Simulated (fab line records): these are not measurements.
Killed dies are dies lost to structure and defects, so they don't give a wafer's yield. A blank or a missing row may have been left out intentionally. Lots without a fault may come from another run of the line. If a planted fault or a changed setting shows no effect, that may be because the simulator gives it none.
Which tool is to blame?	flow nand-harc	39 wafers from 13 lots sampled at 6 of the route's 1302 steps

== WHAT THE GAUGES READ, wafer by wafer ==
NHARC_A_ONON_D1_THK_MEAS_18: measures by ellipsometry.
lot	measured	on	thk-nm (nm)
L508	day 8 07:38	film-metro-02	1004 1004 1004
L507	day 8 07:38	film-metro-01	1007 1009 1007
L510	day 9 19:19	film-metro-01	1003 1003 1004
L512	day 10 01:29	film-metro-02	1008 1007 1005
L513	day 10 23:50	film-metro-01	991 990 991
L515	day 11 10:31	film-metro-01	1002 1001 1003
L517	day 12 12:39	film-metro-01	1007 1006 1006
L518	day 12 12:40	film-metro-02	1004 1006 1008
L520	day 13 23:05	film-metro-02	994 995 997
L522	day 14 07:52	film-metro-01	1011 1009 1010
L528	day 16 19:50	film-metro-01	1002 1001 1001
L530	day 17 13:37	film-metro-01	989 988 988
L529	day 17 13:37	film-metro-02	1004 1004 1005

NHARC_A_CHANNEL_HOLE_D1_CD_MEAS_10 targets a cd of 100 nm.
lot	measured	on	cd-nm (nm)
L508	day 8 13:10	cd-sem-01	99.3 99.4 99.3
L507	day 8 13:19	cd-sem-02	100.0 100.0 100.4
L510	day 10 00:52	cd-sem-01	99.7 99.0 99.6
L512	day 10 07:57	cd-sem-01	99.7 100.5 99.4
L513	day 11 10:01	cd-sem-01	99.2 100.1 99.5
L515	day 11 19:34	cd-sem-03	98.8 99.7 98.2
L517	day 12 20:05	cd-sem-03	99.9 99.3 98.8
L518	day 12 19:56	cd-sem-02	99.4 100.1 99.0
L520	day 14 04:47	cd-sem-02	100.0 99.9 100.0
L522	day 14 14:00	cd-sem-02	100.5 100.9 100.5
L528	day 17 05:49	cd-sem-02	99.8 98.8 99.7
L530	day 17 20:56	cd-sem-03	99.7 100.2 98.8
L529	day 17 19:01	cd-sem-01	100.1 99.6 100.2

NHARC_A_CHANNEL_HOLE_D1_INSPECT_12.
lot	measured	on	raw-defect-count
L508	day 8 13:17	defect-inspect-02	8 8 5
L507	day 8 13:27	defect-inspect-02	3 5 2
L510	day 10 00:59	defect-inspect-02	6 7 2
L512	day 10 08:05	defect-inspect-02	4 5 5
L513	day 11 10:08	defect-inspect-01	5 8 6
L515	day 11 19:41	defect-inspect-01	6 6 4
L517	day 12 20:13	defect-inspect-01	4 1 3
L518	day 12 20:04	defect-inspect-02	4 4 7
L520	day 14 04:54	defect-inspect-02	15 20 13
L522	day 14 14:07	defect-inspect-02	15 24 18
L528	day 17 05:57	defect-inspect-02	4 7 4
L530	day 17 21:03	defect-inspect-02	6 10 6
L529	day 17 19:09	defect-inspect-01	7 4 8

NHARC_END_SORT_01.
lot	measured	on	killed-at-array	killed-at-other	killed-at-periphery	killed-dies	killed-open	killed-short
L508	day 24 10:09	prober-01	27 17 21	1 2 0	3 1 6	31 20 27	3 1 5	3 4 2
L507	day 24 10:59	prober-02	63 64 81	0 1 0	1 0 4	64 65 85	2 3 3	2 1 5
L510	day 26 08:28	prober-01	50 43 58	0 1 1	2 1 1	52 45 60	1 0 4	3 0 1
L512	day 26 12:20	prober-02	61 67 51	1 1 1	1 1 1	63 69 53	2 5 1	2 0 4
L513	day 27 20:19	prober-02	52 55 52	3 0 1	6 3 9	61 58 62	4 3 4	4 3 1
L515	day 27 11:43	prober-01	77 71 92	1 0 0	7 16 6	85 87 98	1 7 2	1 2 1
L517	day 30 05:02	prober-01	82 63 82	1 0 0	12 7 12	95 70 94	4 2 6	3 1 4
L518	day 29 12:19	prober-02	50 45 46	4 5 0	7 5 6	61 55 52	7 2 3	2 3 0
L520	day 30 05:56	prober-02	38 48 40	3 2 2	2 3 2	43 53 44	2 4 5	2 5 3
L522	day 31 20:10	prober-01	57 60 65	0 1 0	4 4 6	61 65 71	4 3 5	5 2 2
L528	day 33 02:40	prober-02	59 46 45	3 0 3	2 4 5	64 50 53	4 3 1	0 3 0
L530	day 34 07:28	prober-02	39 26 29	0 0 0	0 2 1	39 28 30	4 2 0	6 1 4
L529	day 33 22:32	prober-01	61 97 83	2 4 2	5 2 5	68 103 90	3 5 2	2 3 2

== WHICH TOOL RAN EACH LOT (tool, then ch and the chambers of the sampled wafers, then the start) ==
lot	NHARC_A_CHANNEL_HOLE_D1_DEP_00	NHARC_A_CHANNEL_HOLE_D1_ETCH_22
L508	acl-dep-01 ch 0, day 8 10:50	har-etch-01 ch 0,1, day 8 15:29
L507	acl-dep-02 ch 0, day 8 11:10	har-etch-02 ch 0,1, day 8 15:45
L510	acl-dep-01 ch 0, day 9 22:50	har-etch-01 ch 0,1, day 10 03:23
L512	acl-dep-03 ch 0, day 10 05:17	har-etch-01 ch 0,1, day 10 11:05
L513	acl-dep-03 ch 0, day 11 07:48	har-etch-01 ch 0, day 11 14:45
L515	acl-dep-02 ch 0, day 11 16:55	har-etch-02 ch 0,1, day 11 23:58
L517	acl-dep-02 ch 0, day 12 17:23	har-etch-02 ch 0, day 12 23:39
L518	acl-dep-01 ch 0, day 12 17:17	har-etch-01 ch 0,1, day 12 22:20
L520	acl-dep-02 ch 0, day 14 02:27	har-etch-01 ch 0,1, day 14 07:07
L522	acl-dep-02 ch 0, day 14 11:59	har-etch-02 ch 0,1, day 14 21:29
L528	acl-dep-02 ch 0, day 17 03:08	har-etch-02 ch 1, day 17 10:52
L530	acl-dep-02 ch 0, day 17 18:43	har-etch-02 ch 0,1, day 17 23:15
L529	acl-dep-02 ch 0, day 17 17:26	har-etch-01 ch 0,1, day 17 21:34
- NHARC_A_CHANNEL_HOLE_D1_DEP_00: deposits aC, target thk 3100 nm.
- NHARC_A_CHANNEL_HOLE_D1_ETCH_22: etches the open film in C4F8/O2/Ar, time 666.7 s, target depth 1600 nm.

== AS READ BY THE TOOLS THEMSELVES (means over the sampled wafers that have a number; for cases with no such wafer, the mark the record gives instead) ==
NHARC_A_CHANNEL_HOLE_D1_DEP_00.
lot	tool	throttle-valve-pct (%)
L508	acl-dep-01	35.008
L507	acl-dep-02	35.004
L510	acl-dep-01	34.991
L512	acl-dep-03	34.998
L513	acl-dep-03	34.992
L515	acl-dep-02	35.003
L517	acl-dep-02	34.997
L518	acl-dep-01	35.006
L520	acl-dep-02	34.993
L522	acl-dep-02	35.001
L528	acl-dep-02	34.995
L530	acl-dep-02	35.006
L529	acl-dep-02	34.990

NHARC_A_CHANNEL_HOLE_D1_ETCH_22.
lot	tool	drypump-motor-current-A (A)	showerhead-plenum-p-Torr (Torr)	throttle-valve-pct (%)
L508	har-etch-01	5.3	3.64	32.156
L507	har-etch-02	6.5	3.50	32.160
L510	har-etch-01	5.3	3.67	32.154
L512	har-etch-01	5.3	3.67	32.161
L513	har-etch-01	5.4	3.57	32.167
L515	har-etch-02	6.5	3.47	32.158
L517	har-etch-02	5.9	3.63	32.154
L518	har-etch-01	5.3	3.65	32.165
L520	har-etch-01	5.3	3.64	32.158
L522	har-etch-02	6.2	3.72	32.165
L528	har-etch-02	6.8	3.91	32.160
L530	har-etch-02	6.6	3.91	32.150
L529	har-etch-01	5.4	3.57	32.156

== THE ANSWER, worked out from the rows above alone ==
Rule: the usual values come from the lots themselves. The widest of any qualifying gaps counts: lots, ordered by their means at a reading, are off when they make up no more than a third of the lots, leave a main group of 4 or more, and stand apart from it by 3 or more times the standard deviation of that group's means. A main group is skipped when, at the precision printed for the reading in the tables above, its means are all equal. A lot without any number at a reading at which 4 lots or more have one is off too. Any other lot the step has rows for is counted as sound. The gauges are gone through in route order, then the tools' own readings, and for those a lot's mean is taken as printed above. At the first step where some lot is off, the reading lying furthest off is the one used; lots without a number count as furthest.
Off, at NHARC_A_CHANNEL_HOLE_D1_INSPECT_12 on raw-defect-count: L520, L522. The main group: mean 5.3, standard deviation 1.4.
A tool fits if, at a process step before that reading, it ran every lot that is off, and no sound lot after the first of them. Those tools and the gauges at NHARC_A_CHANNEL_HOLE_D1_INSPECT_12 are tried in the same way. None of those tried fits.

== WHAT WAS PUT IN BY THE SIMULATOR ==
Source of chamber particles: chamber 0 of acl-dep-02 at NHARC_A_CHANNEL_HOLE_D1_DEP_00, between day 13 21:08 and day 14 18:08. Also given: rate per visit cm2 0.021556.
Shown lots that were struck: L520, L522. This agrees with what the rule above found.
